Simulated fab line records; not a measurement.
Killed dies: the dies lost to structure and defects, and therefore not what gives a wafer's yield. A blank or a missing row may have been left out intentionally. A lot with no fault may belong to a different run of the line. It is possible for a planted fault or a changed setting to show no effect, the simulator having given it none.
A single fault, viewed from 3 desks    flow nand-harc    what lay behind the numbers comes last; until then each desk has only its own

## FROM THE METROLOGY DESK
Lot by lot, what the gauges showed, no matter which tool ran the lot: averages of those sampled wafers that carry a number. The brackets show how far a lot's mean lies from the usual mean; more than 4 standard deviations puts the lot out of limits, marked OUT.
Columns: A = cd-nm at NHARC_A_ZERO_WELL_CD_MEAS_10, usual 2000.6 nm; B = thk-nm at NHARC_A_ONON_D1_THK_MEAS_02, usual 999 nm
lot   first seen here  A       B
L731  day 7 06:09      2002.9  1006
L732  day 7 13:22      2000.2  986
L733  day 8 00:45      2003.9  1000
L735  day 9 00:36      2001.1  991
L736  day 9 14:08      1999.3  999
L737  day 9 14:50      1999.0  988
L738  day 10 02:42     1998.5  1010
L745  day 12 23:31     2000.8  615 (-32) OUT
L746  day 13 13:00     2001.5  640 (-30) OUT
L747  day 13 17:07     2000.3  625 (-31) OUT
L750  day 15 05:29     1999.6  1013
L752  day 15 20:17     2002.3  977
L753  day 16 04:15     2000.5  996
Finding of this desk: L745, L746, L747 out of limits; the first was L745 at day 14 02:23, on thk-nm at NHARC_A_ONON_D1_THK_MEAS_02. L731, L732, L733, L735, L736, L737, L738, L750, L752, L753: within limits.

## THE DEFECT DESK
For each lot, the counts of the inspections along the route, averaged over the sampled wafers that have a number. The brackets show how far a lot's mean lies from the usual mean; more than 4 standard deviations puts the lot out of limits, marked OUT.
Columns: A = raw-defect-count at NHARC_P_BONDPAD_INSPECT_23, usual 349; B = raw-defect-count at NHARC_A_START_INSPECT_01, usual 3.6
lot   first seen here  A    B
L731  day 7 04:59      490  3.3
L732  day 7 12:11      508  2.3
L733  day 7 23:34      275  1.0
L735  day 8 23:25      261  6.7
L736  day 9 12:56      279  2.3
L737  day 9 13:31      431  1.3
L738  day 10 01:22     413  2.0
L745  day 12 22:19     207  3.7
L746  day 13 11:41     337  3.3
L747  day 13 15:47     206  2.0
L750  day 15 04:17     378  4.7
L752  day 15 19:06     385  5.0
L753  day 16 02:57     326  5.7
Finding of this desk: none of the 13 lots has anything out of limits.

## DESK OF THE TOOL OWNER: pecvd-onon-02
The tool's own readings at NHARC_A_ONON_D1_DEP_00 (target thk 1000 nm): means of the sampled wafers that have a number, for each lot that ran on this tool. The brackets show how far a lot's mean lies from the usual mean; more than 4 standard deviations puts the lot out of limits, marked OUT.
Columns: A = n2o-flow-sccm at NHARC_A_ONON_D1_DEP_00, usual 2001 sccm
lot   first seen here  A
L731  day 8 03:50      2002
L732  day 8 12:53      1999
L736  day 10 14:18     1999
L738  day 11 00:38     1995
L745  day 14 01:54     2002
L746  day 14 11:20     1998
L747  day 14 14:51     2001
L752  day 16 19:28     2008
L753  day 17 02:10     1998
Finding of this desk: none of the 9 lots has anything out of limits.

## TAKEN TOGETHER
The metrology desk could have raised an alarm at day 14 02:23, on L745, L746, L747.
The defect desk saw nothing out of limits.
Nothing out of limits was seen by the tool owner's desk.
The defect desk has L745, L746, L747 on record, within its limits.
Tool owner's desk: L745, L746, L747 on record, inside its limits.
NHARC_A_ONON_D1_DEP_00 was run on pecvd-onon-02 by each of the lots named.

## WHAT HAD BEEN PUT IN BY THE SIMULATOR
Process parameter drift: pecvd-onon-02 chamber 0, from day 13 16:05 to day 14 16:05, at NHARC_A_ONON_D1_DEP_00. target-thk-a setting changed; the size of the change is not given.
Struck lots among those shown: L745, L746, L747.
Hours from the fault's start to each desk's first reading out of limits: the metrology desk, 10.
